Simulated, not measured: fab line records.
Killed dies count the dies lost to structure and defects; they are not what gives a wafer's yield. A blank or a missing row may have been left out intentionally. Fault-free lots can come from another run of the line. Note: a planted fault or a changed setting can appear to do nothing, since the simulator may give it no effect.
A struck lot beside a sound one -- flow n5_finfet -- 18 out of 1938 route steps
Sound: wafers L956.1, L956.3, L956.5. Struck: wafers L963.1, L963.3 (left out: L963.4, a lot-mate that was not struck); the cause follows at the end.
Order at every step that has rows: each side's tool, ch and its chambers, its first start. Under that, the readings that differ: sound wafers -- struck wafers -- difference of the means -- sigmas: that difference in standard deviations of wafers without a fault.
alike: same words and numbers on both sides, and readings whose means sit less than 2 such deviations apart. not compared: any withheld reading, any reading some wafer has no value for, any bound like >300 that may hide the same value, and any number with overlapping values for which the record gives no deviation.
A row with sigmas, a row that says differs or no value, or rows on one side alone: a step with any of these is where the two part. Numbers that don't overlap but have no deviation are shown without sigmas and don't part them. Lack of a reading on every wafer of one side parts them only where that side has two or more wafers.

first, 6 steps without rows for these wafers: N5_BEOL_M7_COAT_22 (resist thk 30 nm); N5_BEOL_M7_EBR_24; N5_BEOL_M7_SOFTBAKE_23 (time 60 s); N5_BEOL_M7_EXPOSE_25 (exposes mask V6, target cd 40 nm); N5_BEOL_M7_PEB_26 (peb time 60 s); N5_BEOL_M7_DEVELOP_27 (develop time 30 s).
N5_BEOL_M7_CD_MEAS_28: the cd target is 40 nm.
  sound on cd_sem-01 ch 0, day 10 09:45; struck on cd_sem-02 ch 0, day 12 14:33
  alike: cd_nm
N5_BEOL_M7_OVL_MEAS_29:
  sound on overlay-01 ch 0, day 10 09:47; struck on overlay-02 ch 0, day 12 14:35
  alike: V6_OVL
N5_BEOL_M7_INSPECT_30: inspects for defects (brightfield).
  sound on defect_inspect-01 at day 10 09:50; struck on defect_inspect-02 at day 12 14:38
  alike: raw_defect_count
N5_BEOL_M7_DESCUM_33: chemistry O2, time 7 s.
  sound on rie_diel-05 ch 0,2, day 10 10:16; struck on rie_diel-03 ch 1,3, day 12 14:41
reading,sound,struck,difference,sigmas
showerhead_plenum_p_Torr (Torr),2.23 2.23 2.23,2.05 2.09,-0.16,-2
  alike: drypump_motor_current_A, oes_product_au, rf_vpp_V, throttle_valve_pct
  not compared: rf_hours_counter_h
N5_BEOL_M7_ETCH_72: etches underlayer in N2/H2, target depth 6.5 nm, time 5.2 s.
  sound on rie_diel-05 ch 0,2, day 10 10:19; struck on rie_diel-03 ch 1,3, day 12 14:44
reading,sound,struck,difference,sigmas
showerhead_plenum_p_Torr (Torr),2.69 2.69 2.69,2.47 2.52,-0.19,-2
  alike: drypump_motor_current_A, etch_rf_on_time_s, oes_product_au, rf_vpp_V, throttle_valve_pct
  not compared: rf_hours_counter_h
N5_BEOL_M7_ETCH_65: etches SiARC in CF4, target depth 15.6 nm, time 26 s.
  sound on rie_diel-05 ch 0,2, day 10 10:19; struck on rie_diel-03 ch 1,3, day 12 14:44
  alike: drypump_motor_current_A, etch_rf_on_time_s, oes_product_au, rf_vpp_V, showerhead_plenum_p_Torr, throttle_valve_pct
  not compared: rf_hours_counter_h
N5_BEOL_M7_ETCH_66: etches SOC in N2/H2, target depth 80 nm, overetch 16 nm, time 120 s.
  sound on rie_diel-05 ch 0,2, day 10 10:21; struck on rie_diel-03 ch 1,3, day 12 14:46
reading,sound,struck,difference,sigmas
showerhead_plenum_p_Torr (Torr),2.69 2.69 2.69,2.47 2.52,-0.19,-2
model.SiARC_of_BEOL_M7_COAT_64.thk_nm (nm),6.4 6.6 6.6,8.4 8.4,+1.9,
model.BEOL_M7.cd_nm (nm),39.8 40 40.2,38.6 39.2,-1.1,
  alike: drypump_motor_current_A, oes_product_au, rf_vpp_V, throttle_valve_pct
  not compared: rf_hours_counter_h, model.etch.depth_nm
then, 2 steps without rows for these wafers: N5_BEOL_M7_STRIP_69 (strips in N2/H2); N5_BEOL_M7_STRIP_73 (strips in N2/H2).
N5_BEOL_M7_VIA_ETCH_34: etches SiCOH lowk in C4F6/O2, target depth 125.5 nm, time 50.5 s.
  sound on rie_diel-05 ch 0,2, day 10 10:27; struck on rie_diel-03 ch 1,3, day 12 14:52
reading,sound,struck,difference,sigmas
model.BEOL_M7.cd_nm (nm),39.8 40 40.2,38.4 39.2,-1.2,
  alike: drypump_motor_current_A, oes_product_au, rf_vpp_V, showerhead_plenum_p_Torr, throttle_valve_pct
  not compared: rf_hours_counter_h
then, 1 step without rows for these wafers: N5_BEOL_M7_STRIP_76 (strips in C4F6/O2).
-- a jump in the record: the struck wafers' starts before and after are 4 days apart (it breaks off in module BEOL_M7 and resumes in module PASSIVATION, where the first step shown is number 1936 of the route) --
N5_PASSIVATION_PROBE_49:
  sound on prober-02 at day 13 20:06; struck on prober-02 at day 16 05:01
  alike: defect_limited_yield, killed_at_M0_to_M3, killed_at_M4_up, killed_at_contacts, killed_at_front_end, killed_at_other, killed_dies, killed_open, killed_short, sort_bin_5_function, sort_bin_6_memory, sort_bin_8_speed, sort_n_pass, sort_yield_pct

WHERE THEY PART
First at N5_BEOL_M7_DESCUM_33; last, within this record, at N5_BEOL_M7_ETCH_66. Later steps at which nothing parts them and some readings are alike: N5_BEOL_M7_VIA_ETCH_34, N5_PASSIVATION_PROBE_49.

WHY: whatever the simulator had introduced
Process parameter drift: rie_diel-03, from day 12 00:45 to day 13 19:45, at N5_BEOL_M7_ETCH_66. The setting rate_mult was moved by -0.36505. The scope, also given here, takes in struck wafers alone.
